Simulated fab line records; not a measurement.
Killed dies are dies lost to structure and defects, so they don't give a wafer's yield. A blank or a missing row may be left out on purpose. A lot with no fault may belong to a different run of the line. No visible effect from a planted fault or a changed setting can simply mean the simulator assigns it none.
Matching of chambers	flow nand_harc	rie_diel-07 running NHARC_P_CONTACT_DESCUM_17: 4 sister chambers
The step chemistry O2, time 3 s. 7 wafers are shown with their chamber, then 8 later ones without.

## WAFERS WITH THEIR CHAMBER
wafer	chamber	drypump_motor_current_A (A)	oes_product_au (a.u.)
L082.3	0	5.7	0.985
L085.4	2	6.1	1.014
L086.1	3	5.9	0.995
L086.4	2	6.1	1.019
L088.3	3	5.9	0.983
L088.5	1	6.3	0.980
L091.1	1	6.2	0.999

## WAFERS WHOSE CHAMBER IS MISSING
wafer	drypump_motor_current_A (A)	oes_product_au (a.u.)
L091.3	6.1	1.019
L091.4	5.7	1.010
L093.3	6.3	0.977
L093.5	5.8	1.001
L093.6	5.9	0.988
L095.2	5.7	0.997
L095.5	5.7	1.008
L095.6	6.3	0.986

## THE CHAMBER EACH PASSED THROUGH
wafer	from the rows above	in truth
L091.3	2	2
L091.4	0	0
L093.3	1	1
L093.5	can't be placed: 3 or 0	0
L093.6	3	3
L095.2	0	0
L095.5	0	0
L095.6	1	1
7 of 8 placed correctly. From these rows, 1 cannot be placed; in 1 the true chamber is one of the candidates. Placed wrongly: 0.
How it was worked out, from the rows above alone: a wafer's distance from a chamber is the root of the sum, over the readings, of the square of ((its reading less the chamber's mean) divided by the reading's scatter). If the next closest chamber is less than 2 further off than the closest, the wafer can't be placed; otherwise it belongs to the closest. For every chamber, the mean is computed from those of its wafers that are shown. The scatter: the root of (the sum of the squares of (reading less its chamber's mean) over the shown wafers, divided by (wafers less chambers)).
